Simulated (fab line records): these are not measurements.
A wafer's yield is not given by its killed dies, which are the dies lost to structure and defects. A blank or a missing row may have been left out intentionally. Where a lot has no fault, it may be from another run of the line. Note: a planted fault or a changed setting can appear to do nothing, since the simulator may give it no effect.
Which of the tools did it? | flow n5Finfet | 10 lots, 28 wafers sampled, at 1 step of a route of 1938

WHAT THE GAUGES READ, wafer by wafer
N5_BEOL_M4_THK_MEAS_01.
lot  | measured     | on           | M4_ILD_THK (nm)
L837 | day 8 04:16  | filmMetro-02 | 77.1 79.0 77.4
L838 | day 8 14:32  | filmMetro-02 | 77.7 78.8 79.3
L839 | day 8 14:48  | filmMetro-01 | 77.8 79.3 78.6
L840 | day 8 17:27  | filmMetro-02 | 79.1 81.1
L841 | day 9 13:51  | filmMetro-02 | 79.0 79.3
L852 | day 12 10:43 | filmMetro-02 | 79.3 80.3 79.8
L854 | day 13 05:19 | filmMetro-01 | 78.2 79.4 79.5
L855 | day 13 05:32 | filmMetro-01 | 77.6 78.3 78.8
L857 | day 13 09:49 | filmMetro-01 | 77.8 78.1 78.5
L858 | day 13 22:11 | filmMetro-02 | 77.4 78.9 78.7

WHAT TOOL EACH LOT RAN ON (gives the tool, then ch and the chambers of the sampled wafers, and finally the start)
Record: no process step prior to these readings.

THE ANSWER, worked out from the rows above alone
Rule: the usual values come from the lots themselves. The widest of any qualifying gaps counts: lots, ordered by their means at a reading, are off when they make up no more than a third of the lots, leave a main group of 4 or more, and stand apart from it by 3 or more times the standard deviation of that group's means. A main group is skipped when, at the precision printed for the reading in the tables above, its means are all equal. A lot without any number at a reading at which 4 lots or more have one is off too. All remaining lots with rows at the step are treated as sound.
No lot is off on any of the readings shown, so nothing can be concluded from this.

WHAT THE SIMULATOR HAD PUT IN
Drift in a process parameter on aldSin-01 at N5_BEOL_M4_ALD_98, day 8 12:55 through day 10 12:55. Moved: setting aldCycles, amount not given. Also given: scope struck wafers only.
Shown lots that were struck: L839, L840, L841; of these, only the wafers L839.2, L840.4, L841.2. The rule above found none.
